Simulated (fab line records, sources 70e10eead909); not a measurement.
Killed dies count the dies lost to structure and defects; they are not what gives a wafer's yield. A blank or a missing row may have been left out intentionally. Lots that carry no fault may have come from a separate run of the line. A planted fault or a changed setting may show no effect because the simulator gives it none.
The tool behind it: which one? + flow nand_harc + 39 wafers from 13 lots sampled at 5 of the route's 1302 steps

== WHAT THE GAUGES READ, wafer by wafer ==
NHARC_A_DECK1_JOINT_THK_MEAS_14: measures by ellipsometry. Usual: thk_nm reads 51.0 nm (standard deviation 1.4).
| lot  | measured     | on            | thk_nm (nm)    | flag |
|------|--------------|---------------|----------------|------|
| L875 | day 11 12:59 | film_metro-02 | 52.4 52.3 52.0 |      |
| L876 | day 11 22:14 | film_metro-01 | 51.7 51.7 48.6 |      |
| L877 | day 12 16:16 | film_metro-02 | 53.9 51.8 52.6 |      |
| L878 | day 13 03:04 | film_metro-01 | 50.8 51.6 52.1 |      |
| L880 | day 13 22:01 | film_metro-01 | 49.9 50.6 53.0 |      |
| L881 | day 14 20:51 | film_metro-02 | 51.7 52.5 48.6 |      |
| L888 | day 17 13:33 | film_metro-01 | 50.7 53.1 52.4 |      |
| L891 | day 18 18:55 | film_metro-01 | 49.6 50.7 52.3 |      |
| L892 | day 19 00:13 | film_metro-01 | 51.0 50.1 48.8 |      |
| L893 | day 20 01:11 | film_metro-02 | 52.1 52.1 51.0 |      |
| L895 | day 20 13:18 | film_metro-01 | 51.0 51.1 49.8 |      |
| L896 | day 21 10:18 | film_metro-02 | 52.3 51.8 51.3 |      |
| L897 | day 21 10:16 | film_metro-02 | 52.3 49.8 50.5 |      |

NHARC_A_ONON_D2_THK_MEAS_30: measures by ellipsometry. Usual: thk_nm reads 1002 nm (standard deviation 9.9).
| lot  | measured     | on            | thk_nm (nm)    | flag |
|------|--------------|---------------|----------------|------|
| L875 | day 12 23:09 | film_metro-01 | 992 993 992    |      |
| L876 | day 13 11:07 | film_metro-01 | 990 989 989    |      |
| L877 | day 14 04:09 | film_metro-02 | 1005 1003 1005 |      |
| L878 | day 14 16:16 | film_metro-02 | 1015 1018 1016 |      |
| L880 | day 15 17:06 | film_metro-01 | 998 997 995    |      |
| L881 | day 16 14:23 | film_metro-01 | 996 998 998    |      |
| L888 | day 19 03:05 | film_metro-02 | 639 639 639    | OFF  |
| L891 | day 20 08:15 | film_metro-01 | 635 633 634    | OFF  |
| L892 | day 20 14:37 | film_metro-02 | 1004 1002 1003 |      |
| L893 | day 21 21:10 | film_metro-02 | 1002 1004 1004 |      |
| L895 | day 21 21:32 | film_metro-01 | 1010 1011 1010 |      |
| L896 | day 22 21:43 | film_metro-01 | 1008 1008 1006 |      |
| L897 | day 22 21:26 | film_metro-02 | 1012 1014 1013 |      |

NHARC_END_SORT_01. Usual: killed_at_array 53, standard deviation 21; killed_at_other 1.0, standard deviation 1.3; killed_at_periphery 3.8, standard deviation 2.4; killed_dies 58, standard deviation 21; killed_open 3.4, standard deviation 1.9; killed_short 2.4, standard deviation 1.5.
| lot  | measured     | on        | killed_at_array | killed_at_other | killed_at_periphery | killed_dies | killed_open | killed_short | flag |
|------|--------------|-----------|-----------------|-----------------|---------------------|-------------|-------------|--------------|------|
| L888 | day 30 16:21 | prober-02 | 677 673 673     | 0 0 0           | 0 4 4               | 677 677 677 | 2 4 3       | 2 3 2        | OFF  |
| L891 | day 31 23:31 | prober-01 | 671 673 671     | 3 1 3           | 3 3 3               | 677 677 677 | 2 2 2       | 3 3 3        | OFF  |

== EACH LOT AND THE TOOL THAT RAN IT (in order: tool; ch and the chambers of the sampled wafers; start) ==
| lot  | NHARC_A_CHANNEL_FILL_D1_STRIP_29              | NHARC_A_ONON_D2_DEP_28           |
|------|-----------------------------------------------|----------------------------------|
| L875 | rie_diel-11 ch 0,1,2, day 11 12:59 or earlier | pecvd_onon-02 ch 0, day 12 22:38 |
| L876 | rie_diel-05 ch 0,1,3, day 11 05:35            | pecvd_onon-04 ch 0, day 13 10:37 |
| L877 | rie_diel-08 ch 1,2,3, day 12 16:16 or earlier | pecvd_onon-02 ch 0, day 14 03:38 |
| L878 | rie_diel-05 ch 1,2,3, day 13 03:04 or earlier | pecvd_onon-03 ch 0, day 14 15:48 |
| L880 | rie_diel-11 ch 0,1,3, day 13 22:01 or earlier | pecvd_onon-02 ch 0, day 15 16:43 |
| L881 | rie_diel-08 ch 1,2, day 14 20:51 or earlier   | pecvd_onon-03 ch 0, day 16 13:56 |
| L888 | rie_diel-05 ch 0,2, day 17 13:33 or earlier   | pecvd_onon-02 ch 0, day 19 02:38 |
| L891 | rie_diel-08 ch 0,1, day 18 18:55 or earlier   | pecvd_onon-02 ch 0, day 20 07:48 |
| L892 | rie_diel-08 ch 0,1,2, day 19 00:13 or earlier | pecvd_onon-03 ch 0, day 20 14:06 |
| L893 | rie_diel-08 ch 0,3, day 20 01:11 or earlier   | pecvd_onon-03 ch 0, day 21 20:40 |
| L895 | rie_diel-05 ch 0,3, day 20 13:18 or earlier   | pecvd_onon-03 ch 0, day 21 21:01 |
| L896 | rie_diel-08 ch 0,1,3, day 21 10:18 or earlier | pecvd_onon-02 ch 0, day 22 21:16 |
| L897 | rie_diel-11 ch 0,1,3, day 21 10:16 or earlier | pecvd_onon-03 ch 0, day 22 20:55 |
- NHARC_A_CHANNEL_FILL_D1_STRIP_29: strips in O2, time 20 s.
- NHARC_A_ONON_D2_DEP_28: target thk 1000 nm.

== WHAT THE TOOLS THEMSELVES READ (means of the sampled wafers that have a number; where no wafer has one, the mark that the record gives instead) ==
NHARC_A_CHANNEL_FILL_D1_STRIP_29. Usual: drypump_motor_current_A 5.89 A, standard deviation 0.25; o2_flow_sccm 499.8 sccm, standard deviation 1.6; oes_product_au 1.000 a.u., standard deviation 0.0071; rf_vpp_V 57.6 V, standard deviation 0.9; showerhead_plenum_p_Torr 3.51 Torr, standard deviation 0.13; throttle_valve_pct 17.037 %, standard deviation 0.0099.
| lot  | tool        | drypump_motor_current_A (A) | o2_flow_sccm (sccm) | oes_product_au (a.u.) | rf_vpp_V (V) | showerhead_plenum_p_Torr (Torr) | throttle_valve_pct (%) | flag |
|------|-------------|-----------------------------|---------------------|-----------------------|--------------|---------------------------------|------------------------|------|
| L875 | rie_diel-11 | 5.92                        | 498.1               | 0.997                 | 57.5         | 3.48                            | 17.044                 |      |
| L876 | rie_diel-05 | 5.82                        | 500.7               | 0.999                 | 57.3         | 3.50                            | 17.040                 |      |
| L877 | rie_diel-08 | 5.87                        | 500.9               | 1.002                 | 57.9         | 3.55                            | 17.029                 |      |
| L878 | rie_diel-05 | 5.87                        | 499.5               | 1.006                 | 57.1         | 3.50                            | 17.038                 |      |
| L880 | rie_diel-11 | 5.76                        | 500.4               | 1.003                 | 57.9         | 3.49                            | 17.035                 |      |
| L881 | rie_diel-08 | 6.06                        | 498.3               | 0.992                 | 57.9         | 3.52                            | 17.039                 |      |
| L888 | rie_diel-05 | 5.89                        | 500.1               | 0.999                 | 57.2         | 3.33                            | 17.035                 |      |
| L891 | rie_diel-08 | 6.30                        | 500.9               | 0.999                 | 57.3         | 3.54                            | 17.036                 |      |
| L892 | rie_diel-08 | 6.14                        | 498.4               | 1.008                 | 57.5         | 3.57                            | 17.034                 |      |
| L893 | rie_diel-08 | 5.86                        | 498.7               | 0.996                 | 57.8         | 3.59                            | 17.032                 |      |
| L895 | rie_diel-05 | 5.80                        | 501.9               | 0.994                 | 57.1         | 3.47                            | 17.046                 |      |
| L896 | rie_diel-08 | 6.09                        | 500.3               | 0.997                 | 58.0         | 3.56                            | 17.036                 |      |
| L897 | rie_diel-11 | 5.74                        | 499.3               | 1.000                 | 56.8         | 3.49                            | 17.043                 |      |

== THE ANSWER, worked out from the rows above alone ==
Rule: take the mean of a lot's wafers that have a number; if it is more than 3 standard deviations from the usual mean, the lot is off. Also off: a lot with no number at a reading for which 4 or more lots have one. The other lots that the step has rows for count as sound. First the gauges in route order, then the tools' own readings, where a lot's mean is used as printed above. The first step at which some lot is off is used, and at that step the reading that is off furthest; a lot without a number counts as furthest.
Off, at NHARC_A_ONON_D2_THK_MEAS_30 on thk_nm: L888, L891.
A tool fits if, at a process step before that reading, it ran every lot that is off, and no sound lot after the first of them. Not tried: the gauges at NHARC_A_ONON_D2_THK_MEAS_30; whatever is off there is also off at NHARC_END_SORT_01, on other tools, and gauge error can't account for it. With no start given for some of its lots, NHARC_A_CHANNEL_FILL_D1_STRIP_29 uses the hours and lot order of NHARC_A_DECK1_JOINT_THK_MEAS_14. Not one of the candidates tried fits.

== WHAT WAS PUT IN BY THE SIMULATOR ==
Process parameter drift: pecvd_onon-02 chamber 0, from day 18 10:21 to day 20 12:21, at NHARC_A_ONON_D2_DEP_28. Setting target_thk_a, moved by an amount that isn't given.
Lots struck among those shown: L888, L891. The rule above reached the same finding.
